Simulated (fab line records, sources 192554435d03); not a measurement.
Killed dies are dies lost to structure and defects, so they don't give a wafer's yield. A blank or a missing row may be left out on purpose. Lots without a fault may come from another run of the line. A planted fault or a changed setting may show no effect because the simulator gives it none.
Chamber matching | flow n5_finfet | N5_BEOL_M0_SAQP_STRIP_86 on rie_diel-03: 4 sister chambers
The step strips in N2/H2. 30 wafers are shown with their chamber, then 12 later ones without.

WAFERS WITH THEIR CHAMBER
wafer  | chamber | showerhead_plenum_p_Torr (Torr) | drypump_motor_current_A (A) | throttle_valve_pct (%)
L074.1 | 0       | 3.20                            | 5.2                         | 18.88
L074.2 | 1       | 3.42                            | 5.9                         | 18.73
L074.6 | 0       | 3.20                            | 5.2                         | 18.87
L078.3 | 0       | 3.20                            | 5.2                         | 18.88
L078.5 | 3       | 3.29                            | 4.8                         | 18.87
L078.6 | 2       | 3.54                            | 5.4                         | 19.20
L079.2 | 0       | 3.20                            | 5.3                         | 18.91
L079.4 | 1       | 3.41                            | 5.9                         | 18.78
L079.5 | 3       | 3.29                            | 4.8                         | 18.88
L081.1 | 3       | 3.28                            | 4.8                         | 18.88
L081.3 | 0       | 3.19                            | 5.2                         | 18.91
L081.5 | 1       | 3.41                            | 6.0                         | 18.76
L082.1 | 1       | 3.41                            | 5.9                         | 18.77
L082.4 | 0       | 3.19                            | 5.2                         | 18.92
L082.5 | 2       | 3.54                            | 5.4                         | 19.19
L084.2 | 2       | 3.53                            | 5.4                         | 19.22
L084.3 | 3       | 3.28                            | 4.7                         | 18.87
L084.6 | 3       | 3.28                            | 4.8                         | 18.90
L083.2 | 3       | 3.28                            | 4.8                         | 18.88
L083.5 | 2       | 3.53                            | 5.4                         | 19.22
L083.6 | 3       | 3.28                            | 4.8                         | 18.89
L085.1 | 0       | 3.19                            | 5.2                         | 18.92
L085.5 | 1       | 3.40                            | 6.0                         | 18.78
L085.6 | 0       | 3.19                            | 5.2                         | 18.91
L092.2 | 2       | 3.52                            | 5.4                         | 19.21
L092.3 | 1       | 3.40                            | 6.0                         | 18.81
L092.5 | 0       | 3.18                            | 5.2                         | 18.94
L093.1 | 2       | 3.52                            | 5.4                         | 19.25
L093.3 | 3       | 3.27                            | 4.8                         | 18.92
L093.6 | 2       | 3.52                            | 5.4                         | 19.25

SIGNATURES (means of the wafers above)
reading                  | chamber 0 | chamber 1 | chamber 2 | chamber 3 | scatter within a chamber
showerhead_plenum_p_Torr | 3.1933    | 3.4083    | 3.5286    | 3.2812    | 0.00748
drypump_motor_current_A  | 5.211     | 5.950     | 5.400     | 4.787     | 0.0354
throttle_valve_pct       | 18.9044   | 18.7717   | 19.2200   | 18.8863   | 0.0223
Rule: a wafer's distance from a chamber is the root of the sum, over the readings, of the square of ((its reading less the chamber's mean) divided by the reading's scatter). The wafer belongs to the nearest chamber; if the next one is less than 2 further off, it can't be placed. The scatter: the root of (the sum of the squares of (reading less its chamber's mean) over the shown wafers, divided by (wafers less chambers)).

WAFERS WITHOUT THEIR CHAMBER
wafer  | showerhead_plenum_p_Torr (Torr) | drypump_motor_current_A (A) | throttle_valve_pct (%)
L094.2 | 3.39                            | 5.9                         | 18.81
L094.3 | 3.52                            | 5.4                         | 19.24
L094.5 | 3.52                            | 5.4                         | 19.23
L095.3 | 3.39                            | 6.0                         | 18.84
L095.4 | 3.39                            | 5.9                         | 18.85
L095.5 | 3.27                            | 4.8                         | 18.93
L096.3 | 3.52                            | 5.4                         | 19.28
L096.4 | 3.39                            | 5.9                         | 18.82
L096.5 | 3.58                            | 5.3                         | 18.55
L097.1 | 3.39                            | 5.9                         | 18.84
L097.2 | 3.26                            | 4.8                         | 18.94
L097.3 | 3.58                            | 5.3                         | 18.54

WHICH CHAMBER EACH WENT THROUGH
wafer  | from the rows above     | in truth
L094.2 | 1                       | 1
L094.3 | 2                       | 2
L094.5 | 2                       | 2
L095.3 | 1                       | 1
L095.4 | 1                       | 1
L095.5 | 3                       | 3
L096.3 | 2                       | 2
L096.4 | 1                       | 1
L096.5 | can't be placed: 2 or 1 | 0
L097.1 | 1                       | 1
L097.2 | 3                       | 3
L097.3 | can't be placed: 1 or 2 | 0
Placed correctly: 10 of 12. Can't be placed from these rows: 2 (the true chamber is among the candidates in 0). Placed wrongly: 0.
